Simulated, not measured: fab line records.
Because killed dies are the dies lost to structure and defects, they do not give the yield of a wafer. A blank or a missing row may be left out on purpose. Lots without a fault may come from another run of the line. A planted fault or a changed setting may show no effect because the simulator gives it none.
Comparing a struck lot with a sound one :: flow n5Finfet :: 16 steps out of a route of 1938
Sound: these wafers, L158.2, L158.4, L158.5. Struck: wafers L166.1, L166.2, L166.5. Last of all comes the cause.
For every step that has rows: the tool of each side, followed by ch and its chambers, followed by its first start. Under that, the readings that differ: sound wafers :: struck wafers :: difference of the means :: sigmas: that difference in standard deviations of wafers without a fault.
alike: readings with means less than 2 such deviations apart, plus words and numbers identical on both sides. not compared: withheld readings, readings lacking a value on some wafer, bounds such as >300 that could conceal the same value, and numbers that have no deviation in the record and whose values overlap.
The two part at a step that has a row with sigmas, a row that says differs or no value, or rows on one side only. Non-overlapping numbers with no deviation appear without sigmas and do not part them. Lack of a reading on every wafer of one side parts them only where that side has two or more wafers.

N5_HKMG_FIN_OVL_MEAS_13:
  sound on overlay-01 ch 0, day 5 01:46; struck on overlay-01 ch 0, day 8 10:15
  alike: NWFM_OVL
N5_HKMG_FIN_INSPECT_14: inspects for defects (macro).
  sound on defectInspect-02 at day 5 01:47; struck on defectInspect-01 at day 8 10:17
  alike: rawDefectCount
then, 2 steps without rows for these wafers: N5_HKMG_FIN_DESCUM_17 (chemistry O2, time 7.9 s); N5_HKMG_FIN_ETCH_31 (etches SiARC in CF4, target depth 45.5 nm, time 75.8 s).
N5_HKMG_FIN_ETCH_32: etches SOC in N2/H2, target depth 240 nm, time 300 s.
  sound on rieDiel-04 ch 2,3, day 5 01:55; struck on rieDiel-04 ch 0,3, day 8 11:06
  alike: drypumpMotorCurrentA, oesProductAu, rfVppV, showerheadPlenumPTorr, tempC, throttleValvePct
  not compared: rfHoursCounterH
then, 3 steps without rows for these wafers: N5_HKMG_FIN_STRIP_33 (strips in N2/H2); N5_HKMG_FIN_STRIP_34 (strips in CF4); N5_HKMG_FIN_ETCH_35 (etches SOC in N2/H2, target depth 215.8 nm, time 243.4 s).
N5_HKMG_FIN_STRIP_92: strips SOC in N2/H2, time 20 s.
  sound on rieDiel-04 ch 2,3, day 5 02:16; struck on rieDiel-04 ch 0,3, day 8 11:28
  alike: biasPowerW, drypumpMotorCurrentA, oesProductAu, rfVppV, showerheadPlenumPTorr, tempC, throttleValvePct
  not compared: rfHoursCounterH
then, 1 step without rows for these wafers: N5_HKMG_FIN_WET_ETCH_18 (etches TiN in SC1, time 55 s, target depth 5.2 nm, rinse time 30 s).
N5_HKMG_FIN_STRIP_19: strips in N2/H2, time 360 s.
  sound on plasmaAsher-02 ch 0,1, day 5 02:25; struck on plasmaAsher-01 ch 0,1, day 8 11:36
  alike: drypumpMotorCurrentA, heaterPowerW, tempC
  not compared: rfHoursCounterH
N5_HKMG_FIN_ALD_91: deposits TiN, target thk 1 nm, pulse time 1 s, purge time 3 s.
  sound on aldMetal-03 ch 0,2,3, day 5 02:48; struck on aldMetal-04 ch 0,3, day 8 11:59
  alike: heaterPowerW, precursorPulseHeightRel
N5_HKMG_FIN_COAT_85: time 60 s, resist thk 300 nm.
  sound on lithoTrack-03 ch 0, day 5 03:05; struck on lithoTrack-03 ch 0, day 8 12:16
reading: spinSpeedRpm (rpm)
sound: 1498.4 1499.0 1499.5
struck: 1553.4 1550.9 1551.3
difference: +52.9
sigmas: +44

reading: model.SOC_of_HKMG_FIN_COAT_85.thkNm (nm)
sound: 298.4 299.6 299.2
struck: 296.6 297 296.4
difference: -2.4
sigmas: 
  alike: resistLineTempC
N5_HKMG_FIN_ETCH_86: etches SOC in N2/H2, stops on TiN, target depth 393.2 nm.
  sound on rieDiel-05 ch 0,1,3, day 5 03:08; struck on rieDiel-05 ch 2,3, day 8 12:22
  alike: drypumpMotorCurrentA, oesProductAu, rfVppV, showerheadPlenumPTorr, throttleValvePct
  not compared: rfHoursCounterH
-- here the record skips 3 days between the struck wafers' starts before and after, leaving off in module HKMG_FIN and picking up in module BEOL_M4 (first step shown: number 1111 of the route) --
N5_BEOL_M4_RC_MEAS_101:
  sound on prober-02 ch 0, day 9 10:25; struck on prober-01 ch 0, day 11 21:57
reading: DIBL_N (mV/V)
sound: 35.6 34.7 34.7
struck: 41.1 41.0 39.7
difference: +5.6
sigmas: +3

reading: DIBL_P (mV/V)
sound: 31.9 31.6 31.7
struck: 41.6 41.4 39.4
difference: +9.1
sigmas: +4

reading: IOFF_N (nA/um)
sound: 0.12 0.12 0.11
struck: 0.26 0.24 0.22
difference: +0.12
sigmas: +3

reading: IOFF_P (nA/um)
sound: 0.15 0.15 0.15
struck: 0.31 0.31 0.27
difference: +0.15
sigmas: +3

reading: ION_N (uA/um)
sound: 661 659 661
struck: 694 696 696
difference: +35
sigmas: +3

reading: ION_P (uA/um)
sound: 453 453 455
struck: 466 473 471
difference: +16
sigmas: +2

reading: SS_N (mV/dec)
sound: 71.6 71.1 71.2
struck: 72.6 72.6 72.9
difference: +1.4
sigmas: +2

reading: SS_P (mV/dec)
sound: 72.6 72.2 72.2
struck: 74.0 75.2 74.5
difference: +2.2
sigmas: +3

reading: VT_N (mV)
sound: 255 252 255
struck: 240 244 244
difference: -11
sigmas: -3
  alike: VT_P
N5_PASSIVATION_PROBE_49:
  the record has rows for the sound wafers here (prober-01, day 14 07:05) and none for the struck ones

WHERE THEY PART
Last at N5_PASSIVATION_PROBE_49 as far as this record goes, first at N5_HKMG_FIN_COAT_85.

WHY: the cause the simulator had injected
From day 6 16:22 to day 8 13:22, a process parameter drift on lithoTrack-03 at N5_HKMG_FIN_COAT_85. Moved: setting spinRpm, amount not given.
